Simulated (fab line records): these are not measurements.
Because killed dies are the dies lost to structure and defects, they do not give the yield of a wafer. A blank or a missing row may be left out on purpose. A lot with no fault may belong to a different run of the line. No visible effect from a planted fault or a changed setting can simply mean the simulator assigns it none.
Split-lot trial ; flow n5Finfet ; 21 wafers read from 7 lots, route of 1938 steps

THE SPLIT
At N5_BEOL_M3_DEP_57 (deposits SiCN from 3MS/NH3, target thk 8 nm, time 14 s), the setting timeS was moved away from the recipe's 14 s on 6 of the 21 wafers read, by -10.1% to +12.6%. This setting was run at the recipe's value on the other wafers.

Reading taken at the split's own step.

THE READING
SiCN_of_BEOL_M3_DEP_57.thkNm (the simulator's own value, which no gauge read), in nm, at N5_BEOL_M3_DEP_57 (deposits SiCN from 3MS/NH3, target thk 8 nm, time 14 s). No usual value for it is given in the file. The 15 wafers here that ran the recipe average 8.0 nm, standard deviation 0.21 nm.

wafer;tool, chamber at the split;timeS as run, s;against the recipe;SiCN_of_BEOL_M3_DEP_57.thkNm, nm;against lot-mates on the recipe
L076.3;pecvd-04, 0;15.77;+12.6%;9;+0.6
L076.4;pecvd-04, 1;14;recipe;8.4;-
L076.6;pecvd-04, 2;15.77;+12.6%;9.2;+0.8
L077.1;pecvd-02, 0,2;14;recipe;7.8;-
L077.2;pecvd-02, 0,2;14;recipe;7.8;-
L077.6;pecvd-02, 0;14;recipe;8;-
L081.2;pecvd-02, 0;14.7;+5.0%;8.4;+0.3
L081.3;pecvd-02, 2;14;recipe;8;-
L081.6;pecvd-02, 2;14;recipe;8.2;-
L080.1;pecvd-04, 2;14.91;+6.5%;8.2;+0.2
L080.4;pecvd-04, 0;14.91;+6.5%;8.4;+0.4
L080.5;pecvd-04, 1;14;recipe;8;-
L079.2;pecvd-03, 1;12.58;-10.1%;7.2;-0.7
L079.4;pecvd-03, 0;14;recipe;7.8;-
L079.6;pecvd-03, 1;14;recipe;8;-
L084.2;pecvd-03, 0;14;recipe;7.8;-
L084.4;pecvd-03, 0;14;recipe;7.8;-
L084.6;pecvd-03, 1;14;recipe;8.2;-
L085.1;pecvd-04, 1;14;recipe;8.2;-
L085.3;pecvd-04, 1;14;recipe;8.2;-
L085.6;pecvd-04, 1;14;recipe;8.4;-
Rows listing several chambers each stand for several wafers; the file does not say which wafer went through which chamber.

THE FIT
A straight line over all 21 wafers: SiCN_of_BEOL_M3_DEP_57.thkNm changes by +0.0773 nm for each +1% of timeS; r = +0.88; the points scatter about the line by 0.21 nm.
The same after taking each lot's own level away (the mean of its wafers on the recipe; 21 wafers): +0.0577 nm for each +1%; r = +0.93; scatter 0.12 nm.
On that fit, the largest move of timeS shifts the reading by 0.73 nm.
From 7.87 to 8.40 nm: that is the span of the lots' own levels, equal to 2.6 times the standard deviation above.
So the slope is not independent of the lot-to-lot level: the two fits are not the same.
Check: with one of the wafers moved furthest among these (+12.6%) left out of the fit, the line predicts +0.764 nm for it against its lot-mates. It came out at +0.6 nm against them.

ADDITIONAL SPLITS CARRIED BY THESE WAFERS
Other splits were also applied to these wafers ahead of the reading. Each is held against what the fit with the lots' levels taken away leaves over:
other split on the same wafers;wafers away from the commonest value;r with SiCN_of_BEOL_M3_DEP_57.thkNm (lot level and that fit taken away)
N5_BEOL_M1_COAT_05 spinRpm;7;+0.17
N5_BEOL_M1_VIA_ETCH_34 timeS;4;-0.21
N5_BEOL_M1_TRENCH_ETCH_37 sourceW;8;-0.10
N5_BEOL_M2_ETCH_74 sourceW;7;-0.08
N5_BEOL_M2_ETCH_64 sourceW;9;-0.04

FILE'S OWN FIT
SiCN_of_BEOL_M3_DEP_57.thkNm changes by +0.0588 nm for each +1% of timeS, r = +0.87.
